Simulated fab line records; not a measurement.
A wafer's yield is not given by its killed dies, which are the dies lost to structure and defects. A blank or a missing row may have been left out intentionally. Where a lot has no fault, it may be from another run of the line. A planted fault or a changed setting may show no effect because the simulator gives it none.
Matching of chambers + flow n5-finfet + cvd-co-01 running N5_BEOL_M4_PRE_CLEAN_60: 3 sister chambers
The step time 15 s. 6 wafers are shown with their chamber, then 10 later ones without.

WAFERS WITH THEIR CHAMBER
| wafer  | chamber | heater-power-w (W) |
|--------|---------|--------------------|
| L082.5 | 1       | 101                |
| L088.4 | 1       | 101                |
| L090.5 | 0       | 68                 |
| L090.6 | 2       | 112                |
| L092.3 | 2       | 109                |
| L092.4 | 0       | 72                 |

WAFERS WHOSE CHAMBER IS MISSING
| wafer  | heater-power-w (W) |
|--------|--------------------|
| L092.5 | 69                 |
| L093.2 | 71                 |
| L093.4 | 102                |
| L093.5 | 70                 |
| L094.1 | 104                |
| L094.2 | 70                 |
| L094.4 | 70                 |
| L097.1 | 110                |
| L097.2 | 70                 |
| L097.6 | 111                |

WHICH CHAMBER EACH WENT THROUGH
| wafer  | from the rows above     | in truth |
|--------|-------------------------|----------|
| L092.5 | 0                       | 0        |
| L093.2 | 0                       | 0        |
| L093.4 | 1                       | 1        |
| L093.5 | 0                       | 0        |
| L094.1 | can't be placed: 1 or 2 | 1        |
| L094.2 | 0                       | 0        |
| L094.4 | 0                       | 0        |
| L097.1 | 2                       | 2        |
| L097.2 | 0                       | 0        |
| L097.6 | 2                       | 2        |
Placed correctly: 9 of 10. Cannot be placed on the basis of these rows: 1; the candidates contain the true chamber in 1. 0 placed wrongly.
How it was worked out, from the rows above alone: a wafer's distance from a chamber is the root of the sum, over the readings, of the square of ((its reading less the chamber's mean) divided by the reading's scatter). If the next closest chamber is less than 2 further off than the closest, the wafer can't be placed; otherwise it belongs to the closest. A chamber's mean is the mean of its shown wafers. How the scatter is found: for the shown wafers, subtract from each reading the mean of its chamber, square and add these, divide the total by (wafers less chambers), then take the root.
